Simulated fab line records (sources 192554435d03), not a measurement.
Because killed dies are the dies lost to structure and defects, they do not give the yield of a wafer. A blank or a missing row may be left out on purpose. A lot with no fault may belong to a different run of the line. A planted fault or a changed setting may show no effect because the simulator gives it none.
The tool behind it: which one? -- flow n5 finfet -- 10 lots, 28 wafers sampled, at 5 steps of a route of 1938

== WHAT THE GAUGES READ, wafer by wafer ==
N5_BEOL_M0_CUTY_OVL_MEAS_58. Usual: M0_ABLK_OVL gives 0.9 nm (standard deviation 0.86).
lot,measured,on,M0_ABLK_OVL (nm),flag
L410,day 6 09:04,overlay-02,-0.7 0.1,
L418,day 8 16:28,overlay-02,0.5 1.6,
L421,day 9 03:40,overlay-02,2.5 1.0 2.5,
L422,day 9 06:26,overlay-02,1.5 1.0 1.2,
L423,day 9 14:30,overlay-01,2.2 1.5 1.5,
L426,day 10 05:16,overlay-02,0.2 1.6 -1.0,
L427,day 10 14:23,overlay-01,0.6 1.4 1.6,
L429,day 11 01:25,overlay-02,2.3 0.6 1.6,
L430,day 11 05:41,overlay-01,0.4 0.2 -0.3,
L431,day 11 14:30,overlay-02,-0.7 -0.4 -0.5,

N5_BEOL_M4_RC_MEAS_101. Usual: DIBL_N 37.5 mV/V, standard deviation 2.5; DIBL_P 38 mV/V, standard deviation 3.1; IOFF_N 0.19 nA/um, standard deviation 0.059; IOFF_P 0.24 nA/um, standard deviation 0.061; ION_N 679 uA/um, standard deviation 16; ION_P 465 uA/um, standard deviation 9.8; SS_N 72.0 mV/dec, standard deviation 0.8; SS_P 73.7 mV/dec, standard deviation 0.86; VT_N 248 mV, standard deviation 4.5; VT_P -249 mV, standard deviation 3.5.
lot,measured,on,DIBL_N (mV/V),DIBL_P (mV/V),IOFF_N (nA/um),IOFF_P (nA/um),ION_N (uA/um),ION_P (uA/um),SS_N (mV/dec),SS_P (mV/dec),VT_N (mV),VT_P (mV),flag
L410,day 8 11:52,prober-02,37.4 35.7,40 38,0.18 0.14,0.24 0.19,675 666,466 463,71.5 71.5,73.8 73.9,248 254,-248 -252,
L418,day 11 11:34,prober-01,39.7 36.6,42 38,0.30 0.21,0.37 0.29,716 701,484 486,72.8 71.9,74.3 74.4,239 241,-239 -244,
L421,day 11 17:02,prober-02,37.5 36.4 36.5,37 34 35,0.20 0.16 0.18,0.30 0.23 0.26,706 689 684,489 470 479,70.9 72.0 71.7,73.4 72.9 72.7,242 249 249,-244 -248 -244,
L422,day 11 19:13,prober-02,35.8 36.5 38.3,36 37 38,0.13 0.14 0.19,0.21 0.21 0.27,659 658 682,465 455 471,71.9 71.5 72.0,73.3 73.3 74.3,256 252 248,-249 -250 -248,
L423,day 11 18:13,prober-01,39.9 39.4 39.4,42 43 43,0.28 0.25 0.26,0.31 0.32 0.32,702 690 686,470 468 470,72.3 71.7 72.6,74.8 75.0 74.6,242 246 243,-245 -244 -246,
L426,day 12 20:11,prober-02,34.5 36.0 39.9,35 35 40,0.14 0.14 0.24,0.21 0.20 0.28,668 668 696,462 459 475,70.9 71.2 71.8,73.5 73.8 74.1,249 251 244,-249 -250 -246,
L427,day 13 00:09,prober-02,37.6 35.7 37.4,37 34 36,0.19 0.16 0.20,0.24 0.21 0.24,683 667 685,463 462 466,72.1 71.5 72.0,73.9 73.3 73.8,249 249 244,-249 -250 -250,
L429,day 13 22:26,prober-01,38.6 39.0 39.9,42 39 41,0.21 0.20 0.23,0.29 0.23 0.26,685 676 687,475 455 466,72.0 71.8 72.2,74.4 74.7 74.6,247 247 245,-249 -251 -249,
L430,day 14 00:07,prober-02,37.5 34.7 37.5,39 35 40,0.18 0.13 0.19,0.22 0.17 0.26,679 673 677,466 459 463,72.5 71.5 72.1,73.7 73.4 74.5,251 254 248,-252 -252 -249,
L431,day 14 05:08,prober-02,36.5 36.5 36.0,37 39 37,0.18 0.19 0.15,0.22 0.27 0.20,681 690 677,462 476 461,72.6 72.7 72.3,73.0 74.0 73.7,250 247 253,-249 -247 -253,

== EACH LOT AND THE TOOL THAT RAN IT (in order: tool; ch and the chambers of the sampled wafers; start) ==
lot,N5_BEOL_M0_SAQP_RECESS_104,N5_BEOL_M0_SAQP_ALD_48,N5_BEOL_M0_SAQP_ETCH_49
L410,"vapor etch-01 ch 0,1, day 6 05:39","ald sin-01 ch 1,2, day 6 07:57","rie diel-04 ch 0, day 6 08:32"
L418,"vapor etch-01 ch 0,1, day 8 10:37","ald sin-01 ch 1, day 8 15:07","rie diel-04 ch 1,3, day 8 15:56"
L421,"vapor etch-01 ch 0,1, day 8 23:13","ald sin-03 ch 0,2,3, day 9 02:37","rie diel-04 ch 2,3, day 9 03:08"
L422,"vapor etch-01 ch 0,1, day 9 02:59","ald sin-03 ch 0,1,3, day 9 05:23","rie diel-04 ch 0,2,3, day 9 05:55"
L423,"vapor etch-02 ch 0,1, day 9 11:07","ald sin-04 ch 0,1,3, day 9 13:27","rie diel-06 ch 0,2, day 9 13:58"
L426,"vapor etch-01 ch 0,1, day 10 02:06","ald sin-03 ch 0,1, day 10 04:20","rie diel-02 ch 0,2,3, day 10 04:52"
L427,"vapor etch-01 ch 0,1, day 10 10:50","ald sin-03 ch 0,3, day 10 13:17","rie diel-04 ch 1,3, day 10 13:52"
L429,"vapor etch-01 ch 0,1, day 10 22:02","ald sin-04 ch 0,1,2, day 11 00:22","rie diel-06 ch 0,3, day 11 00:54"
L430,"vapor etch-01 ch 0,1, day 11 02:25","ald sin-01 ch 0,1,3, day 11 04:46","rie diel-06 ch 0,1,3, day 11 05:17"
L431,"vapor etch-02 ch 0,1, day 11 11:07","ald sin-04 ch 1,2,3, day 11 13:27","rie diel-04 ch 0,2,3, day 11 13:58"
- N5_BEOL_M0_SAQP_RECESS_104: chemistry HF/NH3, target SiO2, target depth 18 nm, afs cycles 3, sublimation time 60 s.
- N5_BEOL_M0_SAQP_ALD_48: deposits SiO2, target thk 20 nm, pulse time 1 s, co reactant pulse time 1 s.
- N5_BEOL_M0_SAQP_ETCH_49: etches SiO2 in CF4/O2, target depth 37 nm.

== AS READ BY THE TOOLS THEMSELVES (means over the sampled wafers that have a number; for cases with no such wafer, the mark the record gives instead) ==
N5_BEOL_M0_SAQP_RECESS_104. Usual: 5.6 A for drypump motor current A, sd 0.54.
lot,tool,drypump motor current A (A),flag
L410,vapor etch-01,5.8,
L418,vapor etch-01,5.8,
L421,vapor etch-01,5.9,
L422,vapor etch-01,5.6,
L423,vapor etch-02,5.2,
L426,vapor etch-01,5.9,
L427,vapor etch-01,5.9,
L429,vapor etch-01,5.6,
L430,vapor etch-01,5.6,
L431,vapor etch-02,5.3,

N5_BEOL_M0_SAQP_ALD_48. Usual: heater power w 81 W, standard deviation 7.3; precursor pulse height rel 1.005, standard deviation 0.022.
lot,tool,heater power w (W),precursor pulse height rel,flag
L410,ald sin-01,80,1.018,
L418,ald sin-01,84,1.024,
L421,ald sin-03,83,0.985,
L422,ald sin-03,85,1.001,
L423,ald sin-04,76,1.004,
L426,ald sin-03,84,1.004,
L427,ald sin-03,91,0.995,
L429,ald sin-04,80,1.011,
L430,ald sin-01,83,1.017,
L431,ald sin-04,79,0.982,

N5_BEOL_M0_SAQP_ETCH_49. Usual: O2_flow_sccm 10.00 sccm, standard deviation 0.031; bias w 49.01 W, standard deviation 0.14; chamber pressure mTorr 40.00 mTorr, standard deviation 0.036; drypump motor current A 5.5 A, standard deviation 0.36; oes product au 0.78 a.u., standard deviation 0.082; rf vpp V 245 V, standard deviation 7.3; showerhead plenum p Torr 2.22 Torr, standard deviation 0.07; throttle valve pct 15.90 %, standard deviation 0.21.
lot,tool,O2_flow_sccm (sccm),bias w (W),chamber pressure mTorr (mTorr),drypump motor current A (A),oes product au (a.u.),rf vpp V (V),showerhead plenum p Torr (Torr),throttle valve pct (%),flag
L410,rie diel-04,9.97,48.98,40.03,5.6,0.88,248,2.18,15.73,
L418,rie diel-04,9.99,49.02,40.00,5.2,0.70,246,2.23,16.05,
L421,rie diel-04,9.95,48.94,39.99,5.6,0.72,237,2.17,15.93,
L422,rie diel-04,10.00,48.83,40.01,5.6,0.76,241,2.19,15.90,
L423,rie diel-06,9.99,48.94,39.96,5.9,0.76,243,2.23,15.88,
L426,rie diel-02,9.99,48.95,40.00,5.4,0.82,241,2.23,15.91,
L427,rie diel-04,10.03,49.13,39.99,5.1,0.68,249,2.20,16.10,
L429,rie diel-06,10.00,48.91,39.98,5.3,0.80,249,2.31,15.70,
L430,rie diel-06,10.02,49.14,40.01,5.4,0.80,245,2.25,15.86,
L431,rie diel-04,10.01,48.87,39.99,5.6,0.74,240,2.18,15.92,

== THE ANSWER, worked out from the rows above alone ==
Rule: a lot counts as off when the mean over its wafers that have a number is more than 3 standard deviations away from the usual mean. A lot without any number at a reading at which 4 lots or more have one is off too. The other lots that the step has rows for count as sound. After the gauges, taken in route order, come the tools' own readings; for these a lot's mean is taken, as printed above. The first step at which some lot is off is used, and at that step the reading that is off furthest; a lot without a number counts as furthest.
Across all readings shown, no lot is off: no conclusion can be drawn from this.

== WHAT THE SIMULATOR HAD INSERTED ==
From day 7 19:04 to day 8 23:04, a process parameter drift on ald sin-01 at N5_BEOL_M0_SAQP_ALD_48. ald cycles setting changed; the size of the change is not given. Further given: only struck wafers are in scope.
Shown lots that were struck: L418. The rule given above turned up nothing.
